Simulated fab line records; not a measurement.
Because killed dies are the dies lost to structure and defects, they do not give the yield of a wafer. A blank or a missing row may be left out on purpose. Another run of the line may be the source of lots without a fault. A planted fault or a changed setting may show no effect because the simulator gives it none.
fab line records -- flow n5_finfet -- part 2 of 2: steps 5 to 6 of 6
record lots=24, wafers=72, last_day=20
route steps=1938 shown BEOL_M0@742 BEOL_M1@765
lots with no fault: from the same line, run without faults
start_h: hours from the record's opening day to when the first of the lot's shown wafers began -- wait_h: hours since the lot's step before -- " same as the row above -- L1.1+2: a single row standing in for several wafers -- - value missing, or start not given -- * or withheld: withheld -- < > ~ a bound
route shown NAME@n: a module of which the file shows steps, and the number in the route of the first -- usual: mean/standard deviation taken from wafers without a fault -- same: alike in all rows -- chamber/n: place in a boat -- sites: each site's reading -- _std_site: standard deviation across them -- _edge_site: outer sites' mean less inner sites' -- radius_mm: how far each site lies from the wafer's centre -- mask NAME#n: copy n -- behind: the tool/chamber that last shaped the wafer -- hold: why the lot was held/for how many hours/how that ended -- device: names the non-switching transistor (n, p or np) -- end of line: the same wafers' tests at the end of the route -- a step given without rows: its recipe and nothing more -- killed: not the wafer's yield, but the dies lost to structure and defects at the first sort -- map: a wafer's dies, x killed, . not, _ none there
set.NAME: setting as actually run; set.NAME@STEP: the setting as run at that earlier step -- model.NAME: the simulator's own value behind a step, which no gauge read
a sample of lots followed through the steps of the route, with each step as a table and each wafer as a row
services: from which hour (start_h, from the record's first day; less than 0 if before it) a tool's chamber was out of use, for how many hours, and why
## steps
# step N5_BEOL_M1_ETCH_70
# recipe chemistry=N2/H2, target=SOC, target_depth_a=800, overetch_a=160, mask_material=SiARC, temp_c=40, time_s=120, ion_energy_ev=200, pressure_mtorr=30, source_w=840, bias_w=150, n2_flow_sccm=200, h2_flow_sccm=200
# usual drypump_motor_current_A=5.9/0.54, oes_product_au=0.61/0.059, rf_vpp_V=524.0/2.5, showerhead_plenum_p_Torr=2.55/0.086, throttle_valve_pct=17.92/0.16
# same time_s=120
lot.wafer,tool,chamber,start_h,wait_h,drypump_motor_current_A,oes_product_au,rf_hours_counter_h,rf_vpp_V,showerhead_plenum_p_Torr,throttle_valve_pct
L074.3,rie_diel-03,1,134.23,0.0,6.1,0.57,140,520.4,2.44,17.56
L074.4,rie_diel-03,3,134.23,0.0,5.3,0.71,20,525.9,2.60,17.83
L074.5,rie_diel-03,1,134.23,0.0,6.1,0.57,-,520.3,2.44,17.57
L076.1,rie_diel-03,0,161.65,0.0,5.6,0.56,180,522.7,2.52,17.99
L076.4,rie_diel-03,1,161.65,0.0,6.1,0.57,147,519.4,2.44,17.58
L076.6,rie_diel-03,3,161.65,0.0,5.4,0.70,-,526.7,2.60,17.84
L075.2,rie_diel-06,0,165.14,0.0,6.4,0.55,214,527.3,2.62,18.20
L075.4,rie_diel-06,2,165.14,0.0,6.4,0.61,137,522.1,2.45,17.91
L075.6,rie_diel-06,2,165.14,0.0,6.4,0.59,-,519.9,2.44,17.92
L077.1,rie_diel-03,2,166.12,0.0,5.0,0.59,136,526.7,2.65,17.84
L077.2,rie_diel-03,1,166.12,0.0,6.1,0.56,149,520.7,2.44,17.58
L077.5,rie_diel-03,1,166.12,0.0,6.1,0.57,-,520.8,2.44,17.58
L078.1,rie_diel-03,2,170.40,0.0,5.0,0.59,137,527.9,2.65,17.82
L078.3,rie_diel-03,1,170.40,0.0,6.2,0.57,150,520.7,2.44,17.58
L078.4,rie_diel-03,0,170.40,0.0,5.6,0.55,184,523.1,2.52,18.01
L079.1,rie_diel-01,3,173.85,0.0,6.0,0.76,0,523.5,2.49,17.77
L079.2,rie_diel-01,0,173.85,0.0,6.6,0.61,86,521.8,2.46,18.07
L079.6,rie_diel-01,3,173.85,0.0,6.0,0.76,-,522.4,2.49,17.75
L080.1,rie_diel-01,3,182.42,0.0,6.0,0.75,4,522.7,2.49,17.75
L080.2,rie_diel-01,2,182.42,0.0,6.4,0.68,16,527.7,2.71,18.05
L080.5,rie_diel-01,3,182.42,0.0,6.0,0.75,-,520.8,2.49,17.77
L081.1,rie_diel-01,3,184.03,0.0,6.0,0.75,4,523.5,2.49,17.75
L081.3,rie_diel-01,1,184.03,0.0,6.3,0.58,138,523.6,2.55,17.82
L081.4,rie_diel-01,0,184.03,0.0,6.6,0.61,89,519.9,2.46,18.09
L082.3,rie_diel-01,0,190.13,0.0,6.6,0.61,92,522.7,2.46,18.08
L082.5,rie_diel-01,3,190.13,0.0,6.0,0.73,-,521.6,2.49,17.78
L082.6,rie_diel-01,0,190.13,0.0,6.6,0.61,-,520.7,2.46,18.10
L083.1,rie_diel-03,0,197.95,0.0,5.6,0.56,196,523.1,2.52,18.04
L083.5,rie_diel-03,3,197.95,0.0,5.4,0.68,-,525.2,2.59,17.86
L083.6,rie_diel-03,0,197.95,0.0,5.6,0.55,-,523.0,2.52,18.02
L084.3,rie_diel-03,1,200.58,0.0,6.1,0.56,155,520.9,2.44,17.59
L084.5,rie_diel-03,1,200.58,0.0,6.1,0.56,-,521.5,2.44,17.59
L084.6,rie_diel-03,2,200.58,0.0,5.0,0.58,-,526.7,2.65,17.86
L085.3,rie_diel-06,2,203.39,0.0,6.4,0.59,149,520.9,2.44,17.91
L085.4,rie_diel-06,1,203.39,0.0,5.2,0.52,-,526.0,2.60,17.98
L085.6,rie_diel-06,2,203.39,0.0,6.4,0.59,-,520.9,2.44,17.92
L086.2,rie_diel-01,0,214.03,0.0,6.7,0.61,100,522.0,2.46,18.12
L086.3,rie_diel-01,1,214.03,0.0,6.3,0.58,150,524.4,2.54,17.82
L086.6,rie_diel-01,3,214.03,0.0,6.0,0.71,-,522.6,2.49,17.78
L087.3,rie_diel-03,3,216.04,0.0,5.4,0.67,47,525.1,2.59,17.86
L087.4,rie_diel-03,1,216.04,0.0,6.1,0.56,160,521.1,2.43,17.58
L087.6,rie_diel-03,3,216.04,0.0,5.4,0.66,-,523.1,2.59,17.87
L088.3,rie_diel-01,1,224.35,0.0,6.2,0.58,154,524.5,2.54,17.83
L088.5,rie_diel-01,3,224.35,0.0,6.0,0.70,-,524.1,2.48,17.81
L088.6,rie_diel-01,0,224.35,0.0,6.6,0.61,-,521.6,2.45,18.11
L089.2,rie_diel-06,2,224.45,0.0,6.4,0.58,157,520.5,2.44,17.93
L089.4,rie_diel-06,0,224.45,0.0,6.4,0.54,-,525.8,2.61,18.21
L089.5,rie_diel-06,3,224.45,0.0,5.2,0.62,-,525.0,2.58,18.09
L090.2,rie_diel-01,2,233.58,0.0,6.4,0.66,35,528.5,2.70,18.07
L090.4,rie_diel-01,1,233.58,0.0,6.3,0.58,158,525.9,2.54,17.85
L090.5,rie_diel-01,1,233.58,0.0,6.3,0.57,-,524.1,2.54,17.84
L091.1,rie_diel-03,0,242.58,0.0,5.5,0.54,211,521.9,2.51,18.05
L091.3,rie_diel-03,1,242.58,0.0,6.1,0.55,168,519.9,2.43,17.60
L091.4,rie_diel-03,2,242.58,0.0,5.0,0.58,165,526.5,2.64,17.87
L092.2,rie_diel-06,0,243.03,0.0,6.4,0.52,239,525.9,2.61,18.22
L092.3,rie_diel-06,2,243.03,0.0,6.4,0.58,166,520.4,2.43,17.94
L092.4,rie_diel-06,0,243.03,0.0,6.5,0.53,-,525.8,2.61,18.22
L093.3,rie_diel-01,1,251.14,0.0,6.3,0.56,164,524.2,2.53,17.85
L093.5,rie_diel-01,0,251.14,0.0,6.7,0.59,-,521.7,2.45,18.13
L093.6,rie_diel-01,1,251.14,0.0,6.3,0.57,-,523.6,2.54,17.86
L095.1,rie_diel-01,0,264.60,0.0,6.7,0.60,118,522.1,2.45,18.14
L095.4,rie_diel-01,1,264.60,0.0,6.3,0.57,168,524.4,2.53,17.84
L095.6,rie_diel-01,2,264.60,0.0,6.5,0.66,-,528.9,2.70,18.09
L097.1,rie_diel-01,0,270.22,0.0,6.6,0.59,120,522.3,2.45,18.14
L097.2,rie_diel-01,3,270.22,0.0,6.0,0.68,33,522.3,2.48,17.81
L097.6,rie_diel-01,1,270.22,0.0,6.3,0.56,-,522.6,2.53,17.86
L096.1,rie_diel-01,3,274.76,0.0,6.0,0.68,34,522.3,2.48,17.84
L096.3,rie_diel-01,1,274.76,0.0,6.2,0.57,172,523.7,2.53,17.86
L096.6,rie_diel-01,2,274.76,0.0,6.4,0.65,-,528.3,2.70,18.08
L094.1,rie_diel-03,2,282.09,0.0,5.0,0.57,176,526.6,2.63,17.90
L094.2,rie_diel-03,0,282.09,0.0,5.6,0.54,225,521.3,2.51,18.08
L094.6,rie_diel-03,3,282.09,0.0,5.4,0.65,-,525.3,2.58,17.89
# step N5_BEOL_M1_SPUTTER_79
# recipe material=Cu, target_thk_a=45, temp_c=-20, chamber_pressure_pa=0.07, power_w=withheld, time_s=8.29
# usual throttle_valve_pct=29.8/1.1
# same time_s=8.29
lot.wafer,tool,chamber,start_h,wait_h,throttle_valve_pct
L074.3,pvd_sputter-03,-,135.86,0.1,30.7
L074.4,pvd_sputter-03,-,135.86,0.1,29.6
L074.5,pvd_sputter-03,-,135.86,0.1,31.1
L076.1,pvd_sputter-02,-,163.76,0.1,27.4
L076.4,pvd_sputter-02,-,163.76,0.1,27.2
L076.6,pvd_sputter-02,-,163.76,0.1,30.2
L075.2,pvd_sputter-02,-,166.66,0.1,29.9
L075.4,pvd_sputter-02,-,166.66,0.1,27.2
L075.6,pvd_sputter-02,-,166.66,0.1,30.4
L077.1,pvd_sputter-02,-,168.74,0.1,30.2
L077.2,pvd_sputter-02,-,168.74,0.1,27.2
L077.5,pvd_sputter-02,-,168.74,0.1,27.3
L078.1,pvd_sputter-02,-,172.18,0.1,30.2
L078.3,pvd_sputter-02,-,172.18,0.1,30.4
L078.4,pvd_sputter-02,-,172.18,0.1,27.0
L080.1,pvd_sputter-02,-,183.84,0.1,27.3
L080.2,pvd_sputter-02,-,183.84,0.1,29.8
L080.5,pvd_sputter-02,-,183.84,0.1,30.5
L081.1,pvd_sputter-03,-,185.50,0.1,30.5
L081.3,pvd_sputter-03,-,185.50,0.1,29.6
L081.4,pvd_sputter-03,-,185.50,0.1,29.0
L082.3,pvd_sputter-02,-,191.46,0.1,30.9
L082.5,pvd_sputter-02,-,191.46,0.1,30.4
L082.6,pvd_sputter-02,-,191.46,0.1,30.2
L083.1,pvd_sputter-03,-,199.48,0.1,31.1
L083.5,pvd_sputter-03,-,199.48,0.1,28.8
L083.6,pvd_sputter-03,-,199.48,0.1,31.1
L084.3,pvd_sputter-03,-,202.30,0.1,30.8
L084.5,pvd_sputter-03,-,202.30,0.1,29.1
L084.6,pvd_sputter-03,-,202.30,0.1,29.7
L085.3,pvd_sputter-01,-,204.87,0.1,29.7
L085.4,pvd_sputter-01,-,204.87,0.1,30.4
L085.6,pvd_sputter-01,-,204.87,0.1,28.7
L086.2,pvd_sputter-02,-,216.50,0.1,30.1
L086.3,pvd_sputter-02,-,216.50,0.1,30.8
L086.6,pvd_sputter-02,-,216.50,0.1,30.6
L087.3,pvd_sputter-03,-,217.71,0.1,29.1
L087.4,pvd_sputter-03,-,217.71,0.1,29.6
L087.6,pvd_sputter-03,-,217.71,0.1,28.7
L088.3,pvd_sputter-03,-,225.88,0.1,31.2
L088.5,pvd_sputter-03,-,225.88,0.1,30.9
L088.6,pvd_sputter-03,-,225.88,0.1,29.1
L089.2,pvd_sputter-02,-,225.89,0.1,30.2
L089.4,pvd_sputter-02,-,225.89,0.1,30.4
L089.5,pvd_sputter-02,-,225.89,0.1,30.2
L090.2,pvd_sputter-02,-,235.62,0.1,30.0
L090.4,pvd_sputter-02,-,235.62,0.1,30.8
L090.5,pvd_sputter-02,-,235.62,0.1,30.9
L091.1,pvd_sputter-03,-,244.23,0.1,30.5
L091.3,pvd_sputter-03,-,244.23,0.1,31.1
L091.4,pvd_sputter-03,-,244.23,0.1,29.8
L092.2,pvd_sputter-02,-,244.47,0.1,30.4
L092.3,pvd_sputter-02,-,244.47,0.1,30.3
L092.4,pvd_sputter-02,-,244.47,0.1,30.2
L093.3,pvd_sputter-03,-,253.28,0.1,30.8
L093.5,pvd_sputter-03,-,253.28,0.1,31.0
L093.6,pvd_sputter-03,-,253.28,0.1,28.8
L095.1,pvd_sputter-01,-,266.19,0.1,30.6
L095.4,pvd_sputter-01,-,266.19,0.1,30.5
L095.6,pvd_sputter-01,-,266.19,0.1,28.7
L079.1,pvd_sputter-01,-,271.29,0.1,30.6
L079.2,pvd_sputter-01,-,271.29,0.1,29.6
L079.6,pvd_sputter-01,-,271.29,0.1,29.7
L097.1,pvd_sputter-02,-,272.01,0.1,30.5
L097.2,pvd_sputter-02,-,272.01,0.1,30.0
L097.6,pvd_sputter-02,-,272.01,0.1,30.8
L096.1,pvd_sputter-01,-,276.71,0.1,30.5
L096.3,pvd_sputter-01,-,276.71,0.1,28.8
L096.6,pvd_sputter-01,-,276.71,0.1,28.7
L094.1,pvd_sputter-03,-,284.13,0.1,30.6
L094.2,pvd_sputter-03,-,284.13,0.1,29.2
L094.6,pvd_sputter-03,-,284.13,0.1,29.5
## services
tool,chamber,start_h,hours,kind
pvd_sputter-01,-,106.85,4.6,repair
rie_diel-01,2,108.89,-,clean
rie_diel-01,2,108.89,-,consumable_replace:focus_ring
rie_diel-01,2,108.89,-,consumable_replace:showerhead
rie_diel-01,2,108.89,24.0,scheduled_down
rie_diel-01,2,108.89,24.0,vent_cycle
pvd_sputter-03,-,118.44,0.6,repair
pvd_sputter-02,-,143.09,2.5,repair
rie_diel-01,3,154.08,-,clean
rie_diel-01,3,154.08,-,consumable_replace:focus_ring
rie_diel-01,3,154.08,18.9,scheduled_down
rie_diel-01,3,154.08,18.9,vent_cycle
rie_diel-03,1,174.81,17.2,repair
rie_diel-06,0,198.08,6.2,repair
rie_diel-06,1,221.29,-,clean
rie_diel-06,1,221.29,-,consumable_replace:esc
rie_diel-06,1,221.29,-,consumable_replace:focus_ring
rie_diel-06,1,221.29,25.2,scheduled_down
rie_diel-06,1,221.29,25.2,vent_cycle
rie_diel-01,2,247.05,9.9,repair
rie_diel-06,3,281.08,5.0,repair
